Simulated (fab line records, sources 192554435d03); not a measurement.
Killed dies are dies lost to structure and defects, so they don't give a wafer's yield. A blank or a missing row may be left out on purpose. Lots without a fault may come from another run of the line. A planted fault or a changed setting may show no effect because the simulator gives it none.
Which tool did it? | flow n5_finfet | 24 lots, 72 wafers sampled, at 6 steps of a route of 1938

WHAT THE GAUGES READ, wafer by wafer
N5_GATE_CUT_CD_MEAS_13: target cd 20 nm. Usual: cd_nm 20.03 nm, standard deviation 0.28.
lot  | measured     | on        | cd_nm (nm)        | flag
L074 | day 4 13:51  | cd_sem-01 | 19.50 19.89 19.85 |
L075 | day 4 17:17  | cd_sem-02 | 19.82 20.18 19.70 |
L076 | day 5 00:44  | cd_sem-01 | 20.15 20.08 19.50 |
L077 | day 5 06:23  | cd_sem-03 | 19.57 19.94 20.07 |
L078 | day 5 10:44  | cd_sem-01 | 20.56 19.95 20.40 |
L079 | day 5 18:38  | cd_sem-02 | 19.94 20.09 20.02 |
L080 | day 6 02:59  | cd_sem-02 | 20.45 20.11 20.38 |
L081 | day 6 06:42  | cd_sem-02 | 20.50 20.24 20.17 |
L082 | day 6 11:22  | cd_sem-02 | 20.12 20.19 20.72 |
L083 | day 6 18:59  | cd_sem-02 | 20.08 20.12 20.40 |
L084 | day 7 01:59  | cd_sem-01 | 20.08 19.79 20.29 |
L085 | day 7 07:55  | cd_sem-01 | 19.96 19.63 19.98 |
L086 | day 7 13:28  | cd_sem-03 | 20.00 20.30 20.20 |
L087 | day 7 19:29  | cd_sem-03 | 20.52 19.93 20.47 |
L088 | day 8 01:09  | cd_sem-01 | 20.19 19.76 20.34 |
L089 | day 8 07:16  | cd_sem-01 | 20.21 20.20 19.64 |
L090 | day 8 11:43  | cd_sem-03 | 20.01 20.25 20.08 |
L091 | day 8 21:07  | cd_sem-02 | 19.67 19.80 20.02 |
L092 | day 9 00:37  | cd_sem-01 | 19.91 19.81 19.67 |
L093 | day 9 07:50  | cd_sem-03 | 20.15 19.96 19.85 |
L094 | day 9 11:02  | cd_sem-02 | 20.24 19.94 20.22 |
L095 | day 9 14:44  | cd_sem-02 | 19.98 20.26 20.30 |
L096 | day 10 02:28 | cd_sem-02 | 19.94 19.68 20.17 |
L097 | day 10 07:47 | cd_sem-01 | 19.99 20.15 20.15 |

WHICH TOOL RAN EACH LOT (tool, then ch and the chambers of the sampled wafers, then the start)
lot  | N5_HKMG_FIN_STRIP_92               | N5_HKMG_FIN_ALD_91                  | N5_HKMG_FIN_ETCH_86                | N5_HKMG_FIN_ALD_71                  | N5_GATE_CUT_VAPOR_ETCH_60
L074 | rie_diel-05 ch 0,3, day 4 05:44    | ald_metal-03 ch 2,3, day 4 06:16    | rie_diel-05 ch 0,1, day 4 06:36    | ald_metal-03 ch 0,1,3, day 4 07:26  | rie_metal-01 ch 0,1, day 4 10:05
L075 | rie_diel-01 ch 2,3, day 4 09:31    | ald_metal-03 ch 0,3, day 4 10:03    | rie_diel-02 ch 0,1,2, day 4 10:23  | ald_metal-02 ch 0,2, day 4 11:07    | rie_metal-03 ch 1, day 4 13:53
L076 | rie_diel-01 ch 0,1,3, day 4 17:01  | ald_metal-02 ch 1,3, day 4 17:32    | rie_diel-02 ch 1,2, day 4 18:02    | ald_metal-01 ch 2,3, day 4 18:47    | rie_metal-03 ch 0,1, day 4 21:23
L077 | rie_diel-05 ch 1,2, day 4 22:06    | ald_metal-03 ch 0,1,3, day 4 22:38  | rie_diel-05 ch 1,2, day 4 22:58    | ald_metal-01 ch 0,2, day 4 23:42    | rie_metal-03 ch 0,1, day 5 02:18
L078 | rie_diel-02 ch 0,3, day 5 02:55    | ald_metal-01 ch 1,2, day 5 03:29    | rie_diel-05 ch 0,1,3, day 5 03:49  | ald_metal-03 ch 2,3, day 5 04:33    | rie_metal-01 ch 0,1, day 5 07:13
L079 | rie_diel-05 ch 0,2,3, day 5 10:54  | ald_metal-02 ch 0,1,2, day 5 11:25  | rie_diel-01 ch 0,1,3, day 5 11:52  | ald_metal-03 ch 0,2,3, day 5 12:36  | rie_metal-02 ch 0,1, day 5 15:12
L080 | rie_diel-01 ch 1,2,3, day 5 19:26  | ald_metal-01 ch 0,1,2, day 5 19:57  | rie_diel-01 ch 1,2,3, day 5 20:17  | ald_metal-01 ch 0,1,3, day 5 21:02  | rie_metal-03 ch 0,1, day 5 23:40
L081 | rie_diel-01 ch 0,2,3, day 5 23:02  | ald_metal-01 ch 0,2,3, day 5 23:34  | rie_diel-02 ch 0,1, day 5 23:56    | ald_metal-03 ch 1,2, day 6 00:40    | rie_metal-01 ch 0,1, day 6 03:16
L082 | rie_diel-02 ch 1,2,3, day 6 03:37  | ald_metal-01 ch 0,1,3, day 6 04:08  | rie_diel-05 ch 2,3, day 6 04:31    | ald_metal-03 ch 0,2,3, day 6 05:15  | rie_metal-03 ch 0,1, day 6 07:51
L083 | rie_diel-01 ch 0,2,3, day 6 11:28  | ald_metal-01 ch 0,1,2, day 6 12:00  | rie_diel-05 ch 0,2,3, day 6 12:20  | ald_metal-03 ch 1,2,3, day 6 13:05  | rie_metal-01 ch 0,1, day 6 15:41
L084 | rie_diel-01 ch 0,1,2, day 6 17:45  | ald_metal-03 ch 1,2, day 6 18:17    | rie_diel-01 ch 1,2, day 6 18:38    | ald_metal-03 ch 0,2,3, day 6 19:22  | rie_metal-01 ch 0,1, day 6 21:59
L085 | rie_diel-05 ch 1,2,3, day 7 00:10  | ald_metal-03 ch 2,3, day 7 00:42    | rie_diel-05 ch 0,3, day 7 01:02    | ald_metal-02 ch 0,1,3, day 7 01:46  | rie_metal-01 ch 0,1, day 7 04:22
L086 | rie_diel-05 ch 0,3, day 7 05:48    | ald_metal-03 ch 1,2,3, day 7 06:19  | rie_diel-05 ch 0,1,3, day 7 06:40  | ald_metal-01 ch 1,2, day 7 07:24    | rie_metal-01 ch 0,1, day 7 10:01
L087 | rie_diel-01 ch 0,2,3, day 7 11:11  | ald_metal-03 ch 0,1, day 7 11:43    | rie_diel-02 ch 2,3, day 7 12:04    | ald_metal-01 ch 0,3, day 7 12:47    | rie_metal-02 ch 1, day 7 15:45
L088 | rie_diel-01 ch 0,1,2, day 7 17:20  | ald_metal-03 ch 1,2, day 7 17:52    | rie_diel-02 ch 0,3, day 7 18:13    | ald_metal-02 ch 1,3, day 7 18:57    | rie_metal-02 ch 1, day 7 21:48
L089 | rie_diel-05 ch 1,2,3, day 7 23:26  | ald_metal-01 ch 0,1,3, day 7 23:58  | rie_diel-05 ch 0,1,3, day 8 00:17  | ald_metal-02 ch 0,1, day 8 01:02    | rie_metal-03 ch 0, day 8 03:49
L090 | rie_diel-05 ch 1,2, day 8 03:50    | ald_metal-02 ch 0,1,2, day 8 04:25  | rie_diel-05 ch 0,1,3, day 8 04:49  | ald_metal-01 ch 1,2,3, day 8 05:37  | rie_metal-03 ch 0,1, day 8 08:20
L091 | rie_diel-02 ch 0,1,2, day 8 12:31  | ald_metal-01 ch 0,1, day 8 13:05    | rie_diel-02 ch 1,2,3, day 8 13:35  | ald_metal-02 ch 1,2, day 8 14:24    | rie_metal-01 ch 0,1, day 8 17:10
L092 | rie_diel-02 ch 1,2, day 8 15:04    | ald_metal-01 ch 1,2,3, day 8 15:35  | rie_diel-01 ch 0,1,2, day 8 15:56  | ald_metal-02 ch 0,2,3, day 8 16:40  | rie_metal-01 ch 0,1, day 8 19:25
L093 | rie_diel-02 ch 0,1, day 8 23:59    | ald_metal-03 ch 1,2,3, day 9 00:34  | rie_diel-02 ch 1,2, day 9 00:54    | ald_metal-03 ch 0,1,3, day 9 01:38  | rie_metal-03 ch 0,1, day 9 04:31
L094 | rie_diel-05 ch 0,1,2, day 9 03:00  | ald_metal-03 ch 0,1,2, day 9 03:32  | rie_diel-01 ch 0,1,3, day 9 03:54  | ald_metal-02 ch 0,1, day 9 04:42    | rie_metal-02 ch 0, day 9 07:33
L095 | rie_diel-02 ch 0,1, day 9 07:06    | ald_metal-01 ch 0,2,3, day 9 07:38  | rie_diel-01 ch 0,1, day 9 07:59    | ald_metal-03 ch 1,3, day 9 08:43    | rie_metal-01 ch 0,1, day 9 11:19
L096 | rie_diel-01 ch 1,2,3, day 9 18:43  | ald_metal-03 ch 1,2,3, day 9 19:15  | rie_diel-02 ch 0,3, day 9 19:35    | ald_metal-02 ch 0,3, day 9 20:19    | rie_metal-03 ch 0, day 9 23:01
L097 | rie_diel-05 ch 1,2,3, day 10 00:02 | ald_metal-03 ch 0,1,3, day 10 00:40 | rie_diel-05 ch 1,2,3, day 10 01:04 | ald_metal-03 ch 0,1,3, day 10 01:53 | rie_metal-02 ch 0,1, day 10 04:23
- N5_HKMG_FIN_STRIP_92: strips SOC in N2/H2, time 20 s.
- N5_HKMG_FIN_ALD_91: deposits TiN, target thk 1 nm, pulse time 1 s, purge time 3 s.
- N5_HKMG_FIN_ETCH_86: etches SOC in N2/H2, stops on TiN, target depth 393.2 nm.
- N5_HKMG_FIN_ALD_71: deposits TiN, target thk 1 nm, pulse time 1 s, purge time 3 s.
- N5_GATE_CUT_VAPOR_ETCH_60: etches HfO2 in BCl3/Cl2.

WHAT THE TOOLS THEMSELVES READ (means of the sampled wafers that have a number; where no wafer has one, the mark that the record gives instead)
N5_HKMG_FIN_STRIP_92. Usual: drypump_motor_current_A 5.9 A, standard deviation 0.58; oes_product_au 0.78 a.u., standard deviation 0.083; rf_vpp_V 54.3 V, standard deviation 0.92; showerhead_plenum_p_Torr 3.39 Torr, standard deviation 0.12; throttle_valve_pct 19.0 %, standard deviation 0.4.
lot  | tool        | drypump_motor_current_A (A) | oes_product_au (a.u.) | rf_vpp_V (V) | showerhead_plenum_p_Torr (Torr) | throttle_valve_pct (%) | flag
L074 | rie_diel-05 | 5.8                         | 0.72                  | 54.9         | 3.36                            | 19.2                   |
L075 | rie_diel-01 | 5.0                         | 0.80                  | 53.7         | 3.25                            | 18.9                   |
L076 | rie_diel-01 | 6.0                         | 0.84                  | 54.1         | 3.40                            | 18.9                   |
L077 | rie_diel-05 | 5.9                         | 0.73                  | 54.4         | 3.45                            | 19.1                   |
L078 | rie_diel-02 | 6.1                         | 0.90                  | 53.6         | 3.53                            | 18.6                   |
L079 | rie_diel-05 | 5.8                         | 0.72                  | 54.4         | 3.37                            | 19.2                   |
L080 | rie_diel-01 | 5.4                         | 0.82                  | 54.6         | 3.36                            | 19.0                   |
L081 | rie_diel-01 | 5.6                         | 0.79                  | 53.7         | 3.29                            | 18.8                   |
L082 | rie_diel-02 | 6.1                         | 0.93                  | 55.1         | 3.52                            | 19.0                   |
L083 | rie_diel-01 | 5.6                         | 0.78                  | 54.0         | 3.29                            | 18.8                   |
L084 | rie_diel-01 | 6.0                         | 0.77                  | 53.2         | 3.37                            | 19.1                   |
L085 | rie_diel-05 | 6.1                         | 0.72                  | 54.2         | 3.34                            | 19.0                   |
L086 | rie_diel-05 | 5.8                         | 0.70                  | 54.7         | 3.35                            | 19.3                   |
L087 | rie_diel-01 | 5.6                         | 0.77                  | 54.1         | 3.28                            | 18.8                   |
L088 | rie_diel-01 | 6.0                         | 0.76                  | 54.2         | 3.37                            | 19.1                   |
L089 | rie_diel-05 | 6.1                         | 0.71                  | 52.9         | 3.34                            | 19.0                   |
L090 | rie_diel-05 | 6.2                         | 0.71                  | 53.9         | 3.39                            | 18.8                   |
L091 | rie_diel-02 | 6.2                         | 0.81                  | 54.3         | 3.48                            | 19.0                   |
L092 | rie_diel-02 | 6.0                         | 0.84                  | 54.1         | 3.46                            | 19.4                   |
L093 | rie_diel-02 | 6.5                         | 0.84                  | 55.2         | 3.53                            | 18.7                   |
L094 | rie_diel-05 | 5.9                         | 0.70                  | 54.3         | 3.41                            | 19.1                   |
L095 | rie_diel-02 | 6.3                         | 0.77                  | 54.7         | 3.49                            | 18.6                   |
L096 | rie_diel-01 | 5.4                         | 0.78                  | 54.1         | 3.34                            | 19.1                   |
L097 | rie_diel-05 | 6.1                         | 0.70                  | 54.1         | 3.33                            | 19.1                   |

N5_HKMG_FIN_ALD_91. Usual: heater_power_w 900 W, standard deviation 87; precursor_pulse_height_rel 0.999, standard deviation 0.021.
lot  | tool         | heater_power_w (W) | precursor_pulse_height_rel | flag
L074 | ald_metal-03 | 949                | 0.989                      |
L075 | ald_metal-03 | 941                | 1.007                      |
L076 | ald_metal-02 | 929                | 0.999                      |
L077 | ald_metal-03 | 889                | 1.006                      |
L078 | ald_metal-01 | 942                | 1.010                      |
L079 | ald_metal-02 | 890                | 1.002                      |
L080 | ald_metal-01 | 876                | 0.998                      |
L081 | ald_metal-01 | 905                | 1.031                      |
L082 | ald_metal-01 | 850                | 0.987                      |
L083 | ald_metal-01 | 869                | 0.991                      |
L084 | ald_metal-03 | 899                | 1.012                      |
L085 | ald_metal-03 | 899                | 0.995                      |
L086 | ald_metal-03 | 872                | 0.993                      |
L087 | ald_metal-03 | 921                | 0.999                      |
L088 | ald_metal-03 | 904                | 1.000                      |
L089 | ald_metal-01 | 855                | 0.993                      |
L090 | ald_metal-02 | 874                | 1.000                      |
L091 | ald_metal-01 | 802                | 0.993                      |
L092 | ald_metal-01 | 900                | 0.989                      |
L093 | ald_metal-03 | 882                | 0.989                      |
L094 | ald_metal-03 | 904                | 0.978                      |
L095 | ald_metal-01 | 899                | 1.000                      |
L096 | ald_metal-03 | 875                | 1.003                      |
L097 | ald_metal-03 | 890                | 0.995                      |

N5_HKMG_FIN_ETCH_86. Usual: drypump_motor_current_A 5.9 A, standard deviation 0.53; oes_product_au 0.76 a.u., standard deviation 0.078; rf_vpp_V 241.0 V, standard deviation 1.5; showerhead_plenum_p_Torr 2.57 Torr, standard deviation 0.097; throttle_valve_pct 17.76 %, standard deviation 0.22.
lot  | tool        | drypump_motor_current_A (A) | oes_product_au (a.u.) | rf_vpp_V (V) | showerhead_plenum_p_Torr (Torr) | throttle_valve_pct (%) | flag
L074 | rie_diel-05 | 5.9                         | 0.71                  | 241.9        | 2.59                            | 17.81                  |
L075 | rie_diel-02 | 6.1                         | 0.75                  | 241.0        | 2.54                            | 17.75                  |
L076 | rie_diel-02 | 6.2                         | 0.73                  | 239.7        | 2.47                            | 17.88                  |
L077 | rie_diel-05 | 6.2                         | 0.73                  | 240.8        | 2.57                            | 17.65                  |
L078 | rie_diel-05 | 6.1                         | 0.71                  | 240.7        | 2.52                            | 17.75                  |
L079 | rie_diel-01 | 6.0                         | 0.83                  | 240.2        | 2.57                            | 17.67                  |
L080 | rie_diel-01 | 5.4                         | 0.81                  | 240.3        | 2.54                            | 17.72                  |
L081 | rie_diel-02 | 6.4                         | 0.90                  | 242.3        | 2.69                            | 17.43                  |
L082 | rie_diel-05 | 6.0                         | 0.72                  | 239.2        | 2.48                            | 17.87                  |
L083 | rie_diel-05 | 5.8                         | 0.71                  | 240.8        | 2.55                            | 17.94                  |
L084 | rie_diel-01 | 5.7                         | 0.79                  | 242.2        | 2.60                            | 17.87                  |
L085 | rie_diel-05 | 5.8                         | 0.69                  | 240.9        | 2.53                            | 17.94                  |
L086 | rie_diel-05 | 6.1                         | 0.70                  | 240.3        | 2.51                            | 17.77                  |
L087 | rie_diel-02 | 5.9                         | 0.88                  | 242.1        | 2.66                            | 17.76                  |
L088 | rie_diel-02 | 6.2                         | 0.77                  | 242.2        | 2.64                            | 17.56                  |
L089 | rie_diel-05 | 6.1                         | 0.70                  | 240.4        | 2.51                            | 17.77                  |
L090 | rie_diel-05 | 6.1                         | 0.69                  | 239.9        | 2.51                            | 17.78                  |
L091 | rie_diel-02 | 6.1                         | 0.87                  | 242.4        | 2.66                            | 17.70                  |
L092 | rie_diel-01 | 6.0                         | 0.74                  | 239.9        | 2.54                            | 17.86                  |
L093 | rie_diel-02 | 6.2                         | 0.87                  | 241.7        | 2.67                            | 17.63                  |
L094 | rie_diel-01 | 6.0                         | 0.79                  | 240.3        | 2.56                            | 17.73                  |
L095 | rie_diel-01 | 6.6                         | 0.75                  | 240.4        | 2.57                            | 17.82                  |
L096 | rie_diel-02 | 6.1                         | 0.82                  | 242.4        | 2.66                            | 17.64                  |
L097 | rie_diel-05 | 6.1                         | 0.69                  | 240.1        | 2.52                            | 17.84                  |

N5_HKMG_FIN_ALD_71. Usual: heater_power_w 901 W, standard deviation 92; precursor_pulse_height_rel 0.998, standard deviation 0.022.
lot  | tool         | heater_power_w (W) | precursor_pulse_height_rel | flag
L074 | ald_metal-03 | 887                | 1.009                      |
L075 | ald_metal-02 | 844                | 0.996                      |
L076 | ald_metal-01 | 970                | 0.997                      |
L077 | ald_metal-01 | 905                | 1.014                      |
L078 | ald_metal-03 | 889                | 1.011                      |
L079 | ald_metal-03 | 951                | 1.001                      |
L080 | ald_metal-01 | 845                | 1.012                      |
L081 | ald_metal-03 | 843                | 0.982                      |
L082 | ald_metal-03 | 948                | 0.994                      |
L083 | ald_metal-03 | 889                | 1.009                      |
L084 | ald_metal-03 | 959                | 0.986                      |
L085 | ald_metal-02 | 868                | 1.017                      |
L086 | ald_metal-01 | 935                | 1.011                      |
L087 | ald_metal-01 | 882                | 1.012                      |
L088 | ald_metal-02 | 942                | 0.999                      |
L089 | ald_metal-02 | 807                | 1.009                      |
L090 | ald_metal-01 | 921                | 0.983                      |
L091 | ald_metal-02 | 946                | 0.999                      |
L092 | ald_metal-02 | 920                | 0.999                      |
L093 | ald_metal-03 | 880                | 1.008                      |
L094 | ald_metal-02 | 858                | 0.985                      |
L095 | ald_metal-03 | 812                | 0.988                      |
L096 | ald_metal-02 | 913                | 0.993                      |
L097 | ald_metal-03 | 881                | 0.989                      |

N5_GATE_CUT_VAPOR_ETCH_60. Usual: drypump_motor_current_A 5.6 A, standard deviation 0.41; oes_product_au 0.80 a.u., standard deviation 0.098.
lot  | tool         | drypump_motor_current_A (A) | oes_product_au (a.u.) | flag
L074 | rie_metal-01 | 5.9                         | 0.77                  |
L075 | rie_metal-03 | 4.9                         | 0.97                  |
L076 | rie_metal-03 | 5.6                         | 0.81                  |
L077 | rie_metal-03 | 5.6                         | 0.81                  |
L078 | rie_metal-01 | 5.9                         | 0.76                  |
L079 | rie_metal-02 | 5.4                         | 0.79                  |
L080 | rie_metal-03 | 5.3                         | 0.88                  |
L081 | rie_metal-01 | 5.9                         | 0.73                  |
L082 | rie_metal-03 | 5.6                         | 0.80                  |
L083 | rie_metal-01 | 5.8                         | 0.76                  |
L084 | rie_metal-01 | 5.9                         | 0.73                  |
L085 | rie_metal-01 | 5.9                         | 0.72                  |
L086 | rie_metal-01 | 5.9                         | 0.72                  |
L087 | rie_metal-02 | 5.5                         | 0.86                  |
L088 | rie_metal-02 | 5.5                         | 0.86                  |
L089 | rie_metal-03 | 6.0                         | 0.72                  |
L090 | rie_metal-03 | 5.6                         | 0.78                  |
L091 | rie_metal-01 | 5.9                         | 0.73                  |
L092 | rie_metal-01 | 5.8                         | 0.71                  |
L093 | rie_metal-03 | 5.3                         | 0.83                  |
L094 | rie_metal-02 | 5.2                         | 0.96                  |
L095 | rie_metal-01 | 5.9                         | 0.74                  |
L096 | rie_metal-03 | 6.0                         | 0.72                  |
L097 | rie_metal-02 | 5.4                         | 0.87                  |

THE ANSWER, worked out from the rows above alone
Rule: a lot is off if the mean of its wafers that have a number lies more than 3 standard deviations from the usual mean. A lot without any number at a reading at which 4 lots or more have one is off too. The other lots that the step has rows for count as sound. The gauges are gone through in route order, then the tools' own readings, and for those a lot's mean is taken as printed above. The first step at which some lot is off is used, and at that step the reading that is off furthest; a lot without a number counts as furthest.
No lot is off at any reading shown: from this, nothing can be told.

WHAT THE SIMULATOR HAD PUT IN
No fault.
